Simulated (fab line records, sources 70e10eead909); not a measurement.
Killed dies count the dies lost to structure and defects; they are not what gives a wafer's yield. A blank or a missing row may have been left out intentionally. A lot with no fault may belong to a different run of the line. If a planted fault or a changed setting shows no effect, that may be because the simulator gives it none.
One fault through the eyes of 2 desks -- flow nandHarc -- each desk holds nothing but its own numbers, with what lay behind them at the end

== THE DEFECT DESK ==
Lot by lot, what the route's inspections counted, given as the mean of those sampled wafers with a number. If a lot's mean is further than 4 standard deviations from the usual mean, the lot is out of limits and carries the mark OUT (the distance appears in the brackets).
Columns: A = rawDefectCount at NHARC_A_BLC_INSPECT_12, usual 83
lot,first seen here,A
L794,day 23 08:27,63
L796,day 23 09:26,61
L795,day 23 15:33,100
L798,day 24 23:25,57
L799,day 25 10:26,152
L802,day 25 16:52,126
L804,day 26 15:32,83
L806,day 28 01:32,105
L807,day 28 21:29,67
L809,day 29 03:49,66
L814,day 31 13:17,24
L816,day 32 11:57,137
Finding of this desk: none of the 12 lots has anything out of limits.

== AT THE TOOL OWNER'S DESK: rieDiel-03 ==
The tool's own readings at NHARC_A_BLC_ETCH_17 (etches the open film in N2/H2, target depth 390 nm, time 609.38 s): means of the sampled wafers that have a number, for each lot that ran on this tool. If a lot's mean is further than 4 standard deviations from the usual mean, the lot is out of limits and carries the mark OUT (the distance appears in the brackets).
Columns: A = drypumpMotorCurrentA at NHARC_A_BLC_ETCH_17, usual 5.7 A; B = n2FlowSccm at NHARC_A_BLC_ETCH_17, usual 149.9 sccm; C = oesProductAu at NHARC_A_BLC_ETCH_17, usual 0.999 a.u.; D = rfVppV at NHARC_A_BLC_ETCH_17, usual 431 V; E = runLengthS at NHARC_A_BLC_ETCH_17, usual 630.6 s; F = showerheadPlenumPTorr at NHARC_A_BLC_ETCH_17, usual 2.05 Torr; G = throttleValvePct at NHARC_A_BLC_ETCH_17, usual 14.172 %
lot,first seen here,A,B,C,D,E,F,G
L794,day 23 08:47,5.8,149.9,1.005,429,630.8,2.01,14.170
L798,day 24 23:39,5.5,149.9,1.001,430,630.6,2.02,14.175
L804,day 26 15:53,5.7,150.1,0.997,429,630.5,2.00,14.165
L807,day 28 21:44,6.0,150.1,1.003,432,630.6,2.09,14.172
L814,day 31 13:32,5.5,150.0,1.006,431,618.0 (-26) OUT,2.04,14.176
L816,day 32 12:11,5.4,149.6,0.994,430,614.2 (-34) OUT,2.01,14.177
This desk's verdict: out of limits on L814, L816, starting with L814 at day 31 13:32 (runLengthS at NHARC_A_BLC_ETCH_17). Within limits: L794, L798, L804, L807.

== PUT TOGETHER ==
The tool owner's desk could have raised an alarm at day 31 13:32, on L814, L816.
Nothing out of limits was seen by the defect desk.
The defect desk has L814, L816 on record, within its limits.
The lots listed all ran NHARC_A_BLC_ETCH_17 on rieDiel-03.

== WHAT HAD BEEN PUT IN BY THE SIMULATOR ==
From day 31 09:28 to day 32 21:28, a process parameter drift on rieDiel-03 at NHARC_A_BLC_ETCH_17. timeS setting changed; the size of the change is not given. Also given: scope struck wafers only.
Shown lots that were struck: L814, L816.
Hours from the fault's start to each desk's first reading out of limits: the tool owner's desk, 4.
